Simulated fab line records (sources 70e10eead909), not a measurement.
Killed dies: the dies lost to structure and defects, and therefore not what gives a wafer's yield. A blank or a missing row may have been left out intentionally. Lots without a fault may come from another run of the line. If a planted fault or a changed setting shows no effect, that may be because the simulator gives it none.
fab line records | flow nand-harc
record: lots: 14 wafers: 42 last-day: 24
route steps=1159 shown P_ZERO_WELL@29 P_GATE@132
lots that met no fault: from a run of the same line without faults
start-h: start of the lot's first displayed wafer, in hours after the record's first day | wait-h: how many hours have passed since the lot's step before this one | " repeats the value in the row above | L1.1+2: a row that stands for several wafers | - no value, or no start given | * or withheld: withheld | < > ~ a bound
route shown NAME@n: a module of which the file shows steps, and the number in the route of the first | usual: mean/standard deviation of fault-free wafers | same: alike in all rows | chamber/n: place in a boat | sites: readings site by site | _std_site: the standard deviation of these | _edge_site: mean of outer sites minus mean of inner sites | radius-mm: for every site, how far away it sits from the centre of the wafer | mask NAME#n: copy n | behind: tool/chamber where the wafer was last shaped | hold: the reason the lot was held/the length of the hold in hours/how it ended | device: the n, p or np transistor that did not switch | end of line: tests of these same wafers at the route's end | a step without rows: its recipe alone | killed: at the first sort, the dies lost to defects and structure; wafer yield is something else | map: dies across one wafer; x = killed, . = not, _ = none there
set.NAME: the run value of the setting; set.NAME@STEP: its run value at that earlier step | model.NAME: the simulator's own value behind a step, which no gauge read
the route's steps for a sample of lots (tables are steps, rows are wafers)
services: the hour from which a tool's chamber was out of use, counted from the record's first day as start-h (under 0 if before that day), plus the number of hours and why
== steps ==
step: NHARC_P_ZERO_WELL_CD_MEAS_24
recipe: target-cd-nm: 720 landing-energy-ev: 500
usual: cd-nm: 720.3/2.1
columns lot.wafer tool chamber start-h wait-h cd-nm
L962.1 cd-sem-03 0 20.59 - 721.4
L962.3 " 0 " " 727.1
L962.4 " 0 " " 721.6
L963.2 cd-sem-02 0 26.61 - 720.9
L963.4 " 0 " " 716.0
L963.5 " 0 " " 719.6
L965.3 cd-sem-01 0 38.64 - 721.5
L965.4 " 0 " " 719.3
L965.6 " 0 " " 721.2
L966.1 cd-sem-03 0 44.63 - 719.9
L966.2 " 0 " " 717.7
L966.3 " 0 " " 718.9
L967.2 cd-sem-03 0 50.60 - 722.0
L967.5 " 0 " " 719.8
L967.6 " 0 " " 720.2
L968.3 cd-sem-01 0 56.48 - 719.9
L968.4 " 0 " " 716.6
L968.5 " 0 " " 722.0
L969.1 cd-sem-01 0 62.72 - 723.0
L969.3 " 0 " " 719.3
L969.5 " 0 " " 721.3
L970.2 cd-sem-01 0 69.29 - 723.6
L970.3 " 0 " " 724.6
L970.6 " 0 " " 724.3
L972.3 cd-sem-01 0 80.46 - 719.2
L972.5 " 0 " " 716.8
L972.6 " 0 " " 718.3
L976.1 cd-sem-03 0 104.49 - 718.9
L976.4 " 0 " " 722.3
L976.5 " 0 " " 717.8
L979.2 cd-sem-01 0 122.37 - 722.9
L979.3 " 0 " " 720.9
L979.5 " 0 " " 726.0
L982.2 cd-sem-03 0 140.53 - 722.6
L982.3 " 0 " " 719.1
L982.6 " 0 " " 720.3
L983.2 cd-sem-02 0 146.51 - 723.0
L983.5 " 0 " " 721.1
L983.6 " 0 " " 718.2
L984.3 cd-sem-03 0 152.34 - 716.1
L984.4 " 0 " " 724.1
L984.5 " 0 " " 718.1
step: NHARC_P_GATE_DEP_103
recipe: target-thk-a: 300 target-thk-nm: 30 temp-c: 400 flow-sccm: 200 rf-w: 350 material: SiON
usual: heater-power-w: 789/110
columns lot.wafer tool chamber start-h wait-h heater-power-w
L962.1 pecvd-02 0 86.48 0.6 609
L962.3 " 1 " " 820
L962.4 " 0 " " 603
L963.2 pecvd-01 2 101.81 0.5 828
L963.5 " 0 " " 1023
L963.4 " 1 " " 881
L965.3 pecvd-02 0 110.12 0.4 662
L965.4 " 0 " " 678
L965.6 " 1 " " 832
L966.2 pecvd-03 1 126.59 0.5 786
L966.1 " 2 " " 708
L966.3 " 0 " " 879
L967.2 pecvd-01 0 126.64 0.5 968
L967.6 " 2 " " 787
L967.5 " 0 " " 974
L969.1 pecvd-03 1 139.75 0.6 879
L969.3 " 0 " " 735
L969.5 " 1 " " 890
L968.3 pecvd-02 2 140.32 0.3 849
L968.5 " 0 " " 652
L968.4 " 1 " " 830
L970.2 pecvd-02 0 144.52 0.4 599
L970.3 " 2 " " 850
L970.6 " 0 " " 587
L972.3 pecvd-01 0 167.47 0.3 1024
L972.6 " 0 " " 833
L972.5 " 1 " " 894
L976.1 pecvd-02 2 183.53 0.6 738
L976.4 " 0 " " 672
L976.5 " 2 " " 740
L979.3 pecvd-02 1 197.59 0.3 715
L979.2 " 2 " " 848
L979.5 " 1 " " 716
L982.3 pecvd-03 0 211.38 0.3 792
L982.2 " 2 " " 630
L982.6 " 1 " " 890
L984.3 pecvd-03 2 225.22 0.4 639
L984.5 " 1 " " 872
L984.4 " 2 " " 656
L983.2 pecvd-03 1 225.80 0.4 887
L983.6 " 1 " " 888
L983.5 " 0 " " 803
step: NHARC_P_GATE_CD_MEAS_33
usual: cd-nm: 122/3.7
columns lot.wafer tool chamber start-h wait-h cd-nm
L962.1 cd-sem-01 - 88.07 - 127
L962.3 " - " " 118
L962.4 " - " " 122
L963.2 cd-sem-01 - 103.63 0.2 123
L963.4 " - " " 119
L963.5 " - " " 126
L965.3 cd-sem-01 - 111.66 - 122
L965.4 " - " " 127
L965.6 " - " " 125
L966.1 cd-sem-03 - 128.70 - 118
L966.2 " - " " 119
L966.3 " - " " 124
L967.2 cd-sem-01 - 128.74 - 127
L967.5 " - " " 119
L967.6 " - " " 125
L969.1 cd-sem-03 - 141.48 - 125
L969.3 " - " " 128
L969.5 " - " " 125
L968.3 cd-sem-03 - 142.13 - 121
L968.4 " - " " 121
L968.5 " - " " 124
L970.2 cd-sem-01 - 146.74 - 124
L970.3 " - " " 118
L970.6 " - " " 125
L972.3 cd-sem-03 - 169.19 - 122
L972.5 " - " " 120
L972.6 " - " " 121
L976.1 cd-sem-03 - 185.20 - 123
L976.4 " - " " 115
L976.5 " - " " 122
L979.2 cd-sem-01 - 199.26 - 116
L979.3 " - " " 118
L979.5 " - " " 117
L982.2 cd-sem-02 - 213.18 - 120
L982.3 " - " " 121
L982.6 " - " " 125
L984.3 cd-sem-03 - 226.85 - 124
L984.4 " - " " 124
L984.5 " - " " 121
L983.2 cd-sem-01 - 228.95 - 122
L983.5 " - " " 126
L983.6 " - " " 121
step: NHARC_P_GATE_ALD_36
recipe: target-thk-a: 200 pulse-time-s: 60 ald-cycles: 223 temp-c: 400 material: SiNx
usual: ald-cycles: 223/0 heater-power-w: 810/74 precursor-pulse-height-rel: 1.001/0.021
columns lot.wafer tool chamber start-h wait-h ald-cycles heater-power-w precursor-pulse-height-rel
L962.4 ald-sin-01 1 89.59 - 223 733 1.004
L962.3 " 2 90.65 - 223 761 0.999
L962.1 " 3 91.71 - 223 870 1.001
L963.2 ald-sin-02 0 106.23 - 223 663 1.059
L963.4 " 1 107.30 - 223 856 1.032
L963.5 " 2 108.38 - 223 856 1.021
L965.3 ald-sin-01 1 114.24 - 223 720 1.041
L965.4 " 2 115.30 - 223 754 0.991
L965.6 " 0 117.43 - 223 807 1.014
L966.3 ald-sin-03 1 130.22 - 223 904 0.978
L966.2 " 2 131.29 - 223 847 1.037
L966.1 " 3 132.35 - 223 738 0.950
L967.2 ald-sin-02 3 131.97 - 223 886 1.027
L967.5 " 0 133.36 - 223 653 1.004
L967.6 " 2 134.75 - 223 838 0.990
L969.1 ald-sin-01 3 141.93 - 223 889 0.959
L969.3 " 2 145.13 - 223 733 1.001
L969.5 " 3 146.20 - 223 869 0.991
L968.3 ald-sin-03 2 142.58 - 223 879 0.979
L968.5 " 2 146.86 - 223 864 1.015
L968.4 " 0 148.29 - 223 766 0.987
L970.2 ald-sin-02 0 147.20 - 223 635 1.034
L970.3 " 2 149.33 - 223 806 0.970
L970.6 " 0 151.45 - 223 641 1.008
L972.3 ald-sin-01 2 170.71 - 223 774 1.028
L972.6 " 1 173.90 - 223 737 1.016
L972.5 " 2 174.97 - 223 769 1.016
L976.4 ald-sin-02 2 187.75 - 247 845 0.968
L976.1 " 3 188.79 - 247 889 0.988
L976.5 " 0 189.84 - 247 639 1.019
L979.3 ald-sin-02 2 201.82 - 247 808 1.017
L979.2 " 3 202.87 - 247 872 0.985
L979.5 " 1 204.97 - 247 844 0.978
L982.2 ald-sin-03 0 214.69 - 223 762 0.991
L982.3 " 1 215.74 - 223 896 1.006
L982.6 " 3 217.84 - 223 755 1.004
L984.3 ald-sin-01 0 227.31 - 223 823 1.005
L984.4 " 3 230.49 - 223 886 0.991
L984.5 " 0 231.55 - 223 826 1.022
L983.2 ald-sin-03 3 230.49 - 223 760 0.993
L983.6 " 2 233.66 - 223 877 1.019
L983.5 " 3 234.71 - 223 764 0.997
== services ==
columns tool chamber start-h hours kind
ald-sin-02 0 63.46 - clean
ald-sin-02 1 63.46 - clean
ald-sin-02 2 63.46 - clean
ald-sin-02 3 63.46 - clean
pecvd-02 - 76.43 1.2 repair
ald-sin-02 - 81.61 2.9 repair
ald-sin-03 - 106.50 10.0 pm
pecvd-03 - 111.46 13.0 pm
pecvd-03 0 111.46 13.0 vent-cycle
pecvd-02 - 112.66 1.0 repair
ald-sin-02 1 117.99 23.3 repair
pecvd-01 - 150.17 0.3 repair
pecvd-02 - 153.45 13.0 pm
pecvd-02 0 153.45 13.0 vent-cycle
pecvd-02 1 153.45 13.0 vent-cycle
pecvd-02 2 153.45 13.0 vent-cycle
pecvd-03 1 160.35 10.1 repair
pecvd-02 0 166.45 - clean
pecvd-02 1 166.45 - clean
pecvd-02 2 166.45 - clean
pecvd-01 0 178.52 23.2 repair
ald-sin-03 3 188.18 14.7 repair
pecvd-03 1 199.78 1.7 repair
ald-sin-02 - 231.46 10.0 pm
== key ==
first-sign: step: NHARC_P_GATE_ALD_36 reading: ald-cycles direction: up sigmas: 99+ usual: 223 struck: 247
effect none on later readings
met-at NHARC_P_GATE_ALD_36
struck-lots L976,L979
tester-left-out L976,L979
not-acting-at NHARC_P_ZERO_WELL_CD_MEAS_24,NHARC_P_GATE_DEP_103,NHARC_P_GATE_CD_MEAS_33
onset-between 147.20 187.75
fault: kind: process-parameter-drift tool: ald-sin-02 chamber: - onset-h: 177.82 steps: NHARC_P_GATE_ALD_36 channel: ald-cycles offset: 24 shape: step end-h: 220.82 stated: 223
tester-left-out: of these lots the tester's yield and bins aren't shown, on N5 and GAA mostly nor the transistor test; their killed dies are dies lost to structure and defects alone, not to doping, threshold or leakage, so they don't give the yield
